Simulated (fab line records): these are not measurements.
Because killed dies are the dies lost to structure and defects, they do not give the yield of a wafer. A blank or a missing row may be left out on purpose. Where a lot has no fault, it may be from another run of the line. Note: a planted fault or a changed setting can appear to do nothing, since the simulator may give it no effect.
One fault through the eyes of 2 desks | flow n5_finfet | only its own numbers are on each desk; what lay behind them is given at the end

== AT THE METROLOGY DESK ==
What the gauges read for every lot (on any tool): the sampled wafers with a number, averaged. Marked OUT: a lot whose mean sits more than 4 standard deviations from the usual mean, which makes it out of limits; the brackets give that distance. Of its 11 readings 7 are shown: the one that was out of limits first, and those that lie furthest out on some lot.
Columns: A = IOFF_P at N5_BEOL_M4_RC_MEAS_101, usual 0.21 nA/um; B = ION_N at N5_BEOL_M4_RC_MEAS_101, usual 672 uA/um; C = ION_P at N5_BEOL_M4_RC_MEAS_101, usual 462 uA/um; D = SS_N at N5_BEOL_M4_RC_MEAS_101, usual 71.5 mV/dec; E = VT_N at N5_BEOL_M4_RC_MEAS_101, usual 250.4 mV; F = VT_P at N5_BEOL_M4_RC_MEAS_101, usual -250 mV; G = M13_ILD_THK at N5_BEOL_M13_THK_MEAS_01, usual 838 nm
lot  | first seen here | A    | B   | C   | D    | E     | F    | G
L127 | day 8 19:04     | 0.16 | 663 | 452 | 70.9 | 254.8 | -255 | 841
L142 | day 12 22:47    | 0.25 | 677 | 469 | 71.2 | 247.8 | -246 | 534 (-28) OUT
L145 | day 13 09:21    | 0.23 | 672 | 468 | 71.3 | 249.9 | -249 | 529 (-28) OUT
L146 | day 13 13:18    | 0.23 | 678 | 466 | 72.0 | 250.2 | -247 | 845
This desk's finding: out of limits on L142, L145; first on L142, day 16 06:52 (M13_ILD_THK at N5_BEOL_M13_THK_MEAS_01). L127, L146 stayed within limits.

== DESK OF THE TOOL OWNER: pecvd-02 ==
The tool's own readings at N5_BEOL_M13_ILD_DEP_00 (deposits SiOC from DEMS/O2, target thk 837.92 nm, time 166.4 s): means of the sampled wafers that have a number, for each lot that ran on this tool. Marked OUT: a lot whose mean sits more than 4 standard deviations from the usual mean, which makes it out of limits; the brackets give that distance.
Columns: A = heater_power_w at N5_BEOL_M13_ILD_DEP_00, usual 498 W; B = run_length_s at N5_BEOL_M13_ILD_DEP_00, usual 211.6 s; C = showerhead_plenum_p_Torr at N5_BEOL_M13_ILD_DEP_00, usual 5.692 Torr; D = throttle_valve_pct at N5_BEOL_M13_ILD_DEP_00, usual 11.6 %
lot  | first seen here | A   | B                       | C     | D
L127 | day 11 19:08    | 576 | 211.6                   | 5.695 | 11.8
L142 | day 16 06:43    | 498 | 149.9 (-99 or more) OUT | 5.695 | 12.0
L145 | day 16 12:29    | 555 | 150.0 (-99 or more) OUT | 5.695 | 11.6
Finding of this desk: L142, L145 out of limits; the first was L142 at day 16 06:43, on run_length_s at N5_BEOL_M13_ILD_DEP_00. L127 stayed within limits.

== PUT TOGETHER ==
On L142, L145, at day 16 06:43, an alarm was possible from the tool owner's desk.
The metrology desk could have raised an alarm at day 16 06:52, on L142, L145.
N5_BEOL_M13_ILD_DEP_00 was run on pecvd-02 by each of the lots named.

== WHAT THE SIMULATOR PUT IN ==
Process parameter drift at N5_BEOL_M13_ILD_DEP_00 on pecvd-02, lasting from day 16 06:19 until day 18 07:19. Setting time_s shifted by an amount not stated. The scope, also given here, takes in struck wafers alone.
Shown lots that were struck: L142, L145.
Counting hours from when the fault started, the first reading out of limits came at 0 for the tool owner's desk and at 1 for the metrology desk.
